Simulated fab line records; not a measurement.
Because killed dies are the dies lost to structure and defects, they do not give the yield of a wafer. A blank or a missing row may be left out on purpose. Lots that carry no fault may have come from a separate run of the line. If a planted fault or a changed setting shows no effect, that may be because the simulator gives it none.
Which tool did it?	flow nand-harc	21 lots, 63 wafers sampled, at 5 steps of a route of 1159

WHAT THE GAUGES READ, wafer by wafer
NHARC_P_CONTACT_INSPECT_14. Usual: raw-defect-count reads 4.0 (standard deviation 2.5).
lot	measured	on	raw-defect-count	flag
L074	day 5 13:11	defect-inspect-02	4 4 4	
L075	day 6 00:41	defect-inspect-02	3 6 4	
L076	day 6 07:19	defect-inspect-01	6 1 4	
L077	day 6 06:17	defect-inspect-01	3 3 3	
L078	day 6 14:40	defect-inspect-02	5 6 1	
L079	day 7 02:52	defect-inspect-01	5 3 7	
L080	day 7 05:46	defect-inspect-02	1 3 3	
L081	day 7 06:04	defect-inspect-01	5 2 1	
L082	day 7 15:07	defect-inspect-01	6 12 1	
L083	day 7 22:56	defect-inspect-01	3 2 3	
L084	day 7 21:29	defect-inspect-01	2 2 6	
L085	day 8 21:02	defect-inspect-02	2 2 6	
L086	day 8 18:19	defect-inspect-02	1 4 3	
L087	day 8 19:32	defect-inspect-02	6 6 10	
L088	day 9 04:12	defect-inspect-02	0 2 1	
L089	day 9 13:20	defect-inspect-01	4 6 1	
L090	day 9 19:46	defect-inspect-01	6 3 6	
L092	day 10 03:04	defect-inspect-02	9 7 6	
L094	day 10 08:37	defect-inspect-02	5 6 0	
L096	day 11 11:26	defect-inspect-02	8 9 6	
L097	day 11 11:02	defect-inspect-02	6 1 4	

WHAT TOOL EACH LOT RAN ON (gives the tool, then ch and the chambers of the sampled wafers, and finally the start)
lot	NHARC_P_ZERO_WELL_DESCUM_13	NHARC_P_GATE_ETCH_114	NHARC_P_GATE_STRIP_111	NHARC_P_GATE_STRIP_76
L074	rie-diel-09 ch 0,2,3, day 1 13:23	rie-diel-11 ch 1,3, day 5 05:22 or earlier	plasma-asher-02 ch 0,1, day 5 05:22	plasma-asher-02 ch 0, day 5 07:26
L075	rie-diel-08 ch 0,1,3, day 1 19:23	rie-diel-11 ch 0,2,3, day 5 17:17 or earlier	plasma-asher-01 ch 0,1, day 5 17:17	plasma-asher-01 ch 0,1, day 5 19:11
L076	rie-diel-07 ch 0,3, day 2 01:31	rie-diel-12 ch 0,2,3, day 5 23:03 or earlier	plasma-asher-02 ch 0,1, day 5 23:03	plasma-asher-01 ch 0, day 6 01:07
L077	rie-diel-07 ch 0,1,2, day 2 07:24	rie-diel-11 ch 0,2,3, day 5 22:37 or earlier	plasma-asher-02 ch 0,1, day 5 22:37	plasma-asher-02 ch 0,1, day 6 00:28
L078	rie-diel-09 ch 0,3, day 2 13:24	rie-diel-12 ch 1,3, day 6 06:53 or earlier	plasma-asher-01 ch 0, day 6 06:53	plasma-asher-02 ch 0, day 6 08:55
L079	rie-diel-07 ch 0,1,3, day 2 19:25	rie-diel-12 ch 1,2,3, day 6 19:08 or earlier	plasma-asher-02 ch 0,1, day 6 19:08	plasma-asher-02 ch 0,1, day 6 21:07
L080	rie-diel-09 ch 1,2,3, day 3 01:25	rie-diel-11 ch 0,3, day 6 21:29 or earlier	plasma-asher-01 ch 0,1, day 6 21:29	plasma-asher-01 ch 0,1, day 6 23:28
L081	rie-diel-08 ch 1,3, day 3 07:25	rie-diel-11 ch 0,1,2, day 6 22:01 or earlier	plasma-asher-02 ch 0,1, day 6 22:01	plasma-asher-01 ch 0,1, day 6 23:57
L082	rie-diel-07 ch 1,2, day 3 13:25	rie-diel-11 ch 1,2, day 7 07:36 or earlier	plasma-asher-01 ch 0,1, day 7 07:36	plasma-asher-01 ch 0,1, day 7 09:26
L083	rie-diel-09 ch 1,3, day 3 19:17	rie-diel-13 ch 0,3, day 7 15:01 or earlier	plasma-asher-02 ch 0,1, day 7 15:01	plasma-asher-01 ch 0,1, day 7 16:56
L084	rie-diel-09 ch 1,2,3, day 4 01:17	rie-diel-11 ch 0,1,3, day 7 14:00 or earlier	plasma-asher-02 ch 0,1, day 7 14:00	plasma-asher-02 ch 0,1, day 7 16:02
L085	rie-diel-08 ch 0,1,2, day 4 07:25	rie-diel-11 ch 2,3, day 8 13:19 or earlier	plasma-asher-01 ch 0,1, day 8 13:19	plasma-asher-01 ch 0,1, day 8 15:19
L086	rie-diel-07 ch 0,2,3, day 4 13:17	rie-diel-11 ch 1,2,3, day 8 10:41 or earlier	plasma-asher-02 ch 0,1, day 8 10:41	plasma-asher-02 ch 0,1, day 8 12:40
L087	rie-diel-09 ch 2,3, day 4 19:23	rie-diel-12 ch 0,1,2, day 8 11:55 or earlier	plasma-asher-02 ch 0,1, day 8 11:55	plasma-asher-02 ch 0,1, day 8 13:51
L088	rie-diel-09 ch 0,2, day 5 01:17	rie-diel-13 ch 0,2,3, day 8 19:58 or earlier	plasma-asher-01 ch 0,1, day 8 19:58	plasma-asher-01 ch 0,1, day 8 21:57
L089	rie-diel-09 ch 0,1,3, day 5 07:25	rie-diel-12 ch 0,2,3, day 9 05:31 or earlier	plasma-asher-02 ch 0,1, day 9 05:31	plasma-asher-01 ch 0,1, day 9 07:35
L090	rie-diel-07 ch 2,3, day 5 13:25	rie-diel-12 ch 0,1,2, day 9 12:00 or earlier	plasma-asher-01 ch 0,1, day 9 12:00	plasma-asher-02 ch 0,1, day 9 14:09
L092	rie-diel-09 ch 0,1, day 6 01:23	rie-diel-11 ch 0,2,3, day 9 19:25 or earlier	plasma-asher-01 ch 0,1, day 9 19:25	plasma-asher-01 ch 0,1, day 9 21:15
L094	rie-diel-09 ch 0,1,3, day 6 13:26	rie-diel-11 ch 2,3, day 10 00:32 or earlier	plasma-asher-01 ch 0,1, day 10 00:32	plasma-asher-02 ch 0,1, day 10 02:38
L096	rie-diel-08 ch 0,1,3, day 7 01:23	rie-diel-12 ch 0,2,3, day 11 02:33 or earlier	plasma-asher-01 ch 0,1, day 11 02:33	plasma-asher-01 ch 0,1, day 11 04:26
L097	rie-diel-08 ch 0,2,3, day 7 07:16	rie-diel-11 ch 0,1, day 11 02:11 or earlier	plasma-asher-01 ch 0,1, day 11 02:11	plasma-asher-02 ch 0, day 11 04:13
- NHARC_P_ZERO_WELL_DESCUM_13: chemistry O2, time 3 s.
- NHARC_P_GATE_ETCH_114: etches the open film in CF4/O2, target depth 30 nm, overetch 3 nm, time 16.5 s.
- NHARC_P_GATE_STRIP_111: strips in N2/H2, time 250 s.
- NHARC_P_GATE_STRIP_76: strips in O2.

AS READ BY THE TOOLS THEMSELVES (means over the sampled wafers that have a number; for cases with no such wafer, the mark the record gives instead)
NHARC_P_ZERO_WELL_DESCUM_13. Usual: chamber-pressure-mTorr 60.00 mTorr, standard deviation 0.057; drypump-motor-current-A 5.6 A, standard deviation 0.39; oes-product-au 0.999 a.u., standard deviation 0.015; rf-vpp-V 57.9 V, standard deviation 0.9; showerhead-plenum-p-Torr 1.95 Torr, standard deviation 0.078; throttle-valve-pct 11.312 %, standard deviation 0.0092.
lot	tool	chamber-pressure-mTorr (mTorr)	drypump-motor-current-A (A)	oes-product-au (a.u.)	rf-vpp-V (V)	showerhead-plenum-p-Torr (Torr)	throttle-valve-pct (%)	flag
L074	rie-diel-09	60.02	5.4	0.998	57.7	1.97	11.310	
L075	rie-diel-08	60.08	5.5	0.990	58.5	1.95	11.312	
L076	rie-diel-07	59.93	5.6	0.982	57.3	1.96	11.317	
L077	rie-diel-07	59.99	5.9	0.981	57.7	1.90	11.308	
L078	rie-diel-09	59.96	5.2	0.997	57.6	1.91	11.299	
L079	rie-diel-07	60.00	5.6	0.979	57.8	1.96	11.314	
L080	rie-diel-09	60.03	5.4	0.991	57.7	2.02	11.306	
L081	rie-diel-08	59.99	5.7	0.990	58.8	1.90	11.315	
L082	rie-diel-07	60.03	5.8	1.016	57.8	1.90	11.314	
L083	rie-diel-09	60.03	5.2	0.996	58.0	2.03	11.311	
L084	rie-diel-09	59.97	5.4	0.996	58.2	2.02	11.311	
L085	rie-diel-08	60.03	5.6	0.994	58.5	1.89	11.312	
L086	rie-diel-07	59.98	5.9	1.005	58.1	1.94	11.311	
L087	rie-diel-09	60.04	5.7	0.993	57.3	2.02	11.318	
L088	rie-diel-09	60.05	5.7	1.001	58.0	1.96	11.312	
L089	rie-diel-09	60.00	5.2	1.008	58.3	1.96	11.315	
L090	rie-diel-07	59.99	6.1	1.007	57.1	1.92	11.305	
L092	rie-diel-09	59.99	5.2	1.004	57.8	1.90	11.310	
L094	rie-diel-09	60.03	5.2	1.012	57.8	1.96	11.314	
L096	rie-diel-08	60.01	5.5	1.006	58.5	1.94	11.317	
L097	rie-diel-08	60.04	5.4	0.998	58.6	1.92	11.311	

NHARC_P_GATE_ETCH_114. Usual: bias-w 100.00 W, standard deviation 0.27; chamber-pressure-mTorr 30.001 mTorr, standard deviation 0.028; drypump-motor-current-A 5.9 A, standard deviation 0.59; oes_ar_750_au 1.000 a.u., standard deviation 0.0042; oes-product-au 0.999 a.u., standard deviation 0.014; rf-vpp-V 197.7 V, standard deviation 1.6; showerhead-plenum-p-Torr 1.33 Torr, standard deviation 0.061; throttle-valve-pct 13.397 %, standard deviation 0.0095.
lot	tool	bias-w (W)	chamber-pressure-mTorr (mTorr)	drypump-motor-current-A (A)	oes_ar_750_au (a.u.)	oes-product-au (a.u.)	rf-vpp-V (V)	showerhead-plenum-p-Torr (Torr)	throttle-valve-pct (%)	flag
L074	rie-diel-11	99.69	30.008	6.4	1.000	1.006	197.3	1.32	13.399	
L075	rie-diel-11	99.94	29.986	5.7	0.999	0.987	198.4	1.34	13.390	
L076	rie-diel-12	100.11	29.987	5.8	1.002	0.999	195.6	1.25	13.389	
L077	rie-diel-11	99.75	29.992	5.7	0.999	0.985	197.1	1.34	13.392	
L078	rie-diel-12	99.86	29.966	6.0	1.000	1.002	196.0	1.27	13.399	
L079	rie-diel-12	99.73	30.020	6.1	0.998	1.005	197.1	1.27	13.399	
L080	rie-diel-11	100.02	30.008	6.2	1.002	1.015	197.8	1.35	13.406	
L081	rie-diel-11	100.18	29.999	5.8	0.997	0.996	198.0	1.36	13.392	
L082	rie-diel-11	99.87	30.011	6.0	1.000	0.992	198.7	1.33	13.397	
L083	rie-diel-13	100.11	29.971	6.0	1.003	1.031	199.9	1.41	13.395	
L084	rie-diel-11	100.04	29.993	6.3	1.002	0.995	198.8	1.36	13.404	
L085	rie-diel-11	100.13	29.996	5.3	1.000	0.989	197.0	1.30	13.400	
L086	rie-diel-11	100.32	29.990	5.9	1.003	0.994	198.5	1.32	13.397	
L087	rie-diel-12	99.94	29.998	5.8	0.999	1.006	196.6	1.26	13.396	
L088	rie-diel-13	100.10	29.994	6.1	1.000	1.014	197.9	1.36	13.394	
L089	rie-diel-12	100.01	29.999	5.8	0.998	1.012	196.2	1.25	13.404	
L090	rie-diel-12	100.06	30.004	5.8	1.003	1.000	196.1	1.26	13.405	
L092	rie-diel-11	100.03	30.002	5.7	0.999	0.994	197.7	1.34	13.395	
L094	rie-diel-11	100.11	29.983	5.3	0.997	0.987	196.8	1.30	13.390	
L096	rie-diel-12	99.97	30.001	5.8	0.999	1.003	197.2	1.32	13.394	
L097	rie-diel-11	99.80	29.983	6.4	1.002	0.995	198.7	1.37	13.392	

NHARC_P_GATE_STRIP_111. Usual: drypump-motor-current-A 5.5 A, standard deviation 0.35; heater-power-w 97 W, standard deviation 9.8.
lot	tool	drypump-motor-current-A (A)	heater-power-w (W)	flag
L074	plasma-asher-02	5.9	89	
L075	plasma-asher-01	5.1	107	
L076	plasma-asher-02	5.9	90	
L077	plasma-asher-02	5.8	91	
L078	plasma-asher-01	5.0	114	
L079	plasma-asher-02	5.9	89	
L080	plasma-asher-01	5.3	101	
L081	plasma-asher-02	5.8	92	
L082	plasma-asher-01	5.1	108	
L083	plasma-asher-02	5.8	92	
L084	plasma-asher-02	5.9	90	
L085	plasma-asher-01	5.1	108	
L086	plasma-asher-02	5.8	92	
L087	plasma-asher-02	5.8	92	
L088	plasma-asher-01	5.3	102	
L089	plasma-asher-02	5.8	92	
L090	plasma-asher-01	5.1	108	
L092	plasma-asher-01	5.2	101	
L094	plasma-asher-01	5.3	101	
L096	plasma-asher-01	5.3	102	
L097	plasma-asher-01	5.3	101	

NHARC_P_GATE_STRIP_76. Usual: drypump-motor-current-A 5.6 A, standard deviation 0.35; heater-power-w 362 W, standard deviation 37.
lot	tool	drypump-motor-current-A (A)	heater-power-w (W)	flag
L074	plasma-asher-02	5.8	356	
L075	plasma-asher-01	5.1	409	
L076	plasma-asher-01	5.0	421	
L077	plasma-asher-02	5.8	344	
L078	plasma-asher-02	5.8	361	
L079	plasma-asher-02	5.8	346	
L080	plasma-asher-01	5.3	374	
L081	plasma-asher-01	5.2	404	
L082	plasma-asher-01	5.1	401	
L083	plasma-asher-01	5.3	381	
L084	plasma-asher-02	5.9	335	
L085	plasma-asher-01	5.1	408	
L086	plasma-asher-02	5.9	333	
L087	plasma-asher-02	5.8	346	
L088	plasma-asher-01	5.2	399	
L089	plasma-asher-01	5.1	398	
L090	plasma-asher-02	5.8	343	
L092	plasma-asher-01	5.3	377	
L094	plasma-asher-02	5.8	345	
L096	plasma-asher-01	5.3	378	
L097	plasma-asher-02	5.8	354	

THE ANSWER, worked out from the rows above alone
Rule: lot off if the mean of its wafers having a number is beyond 3 standard deviations from the usual mean. Also off: a lot with no number at a reading for which 4 or more lots have one. The other lots that the step has rows for count as sound. The gauges are gone through in route order, then the tools' own readings, and for those a lot's mean is taken as printed above. The first step at which some lot is off is used, and at that step the reading that is off furthest; a lot without a number counts as furthest.
Across all readings shown, no lot is off: no conclusion can be drawn from this.

WHAT WAS PUT IN BY THE SIMULATOR
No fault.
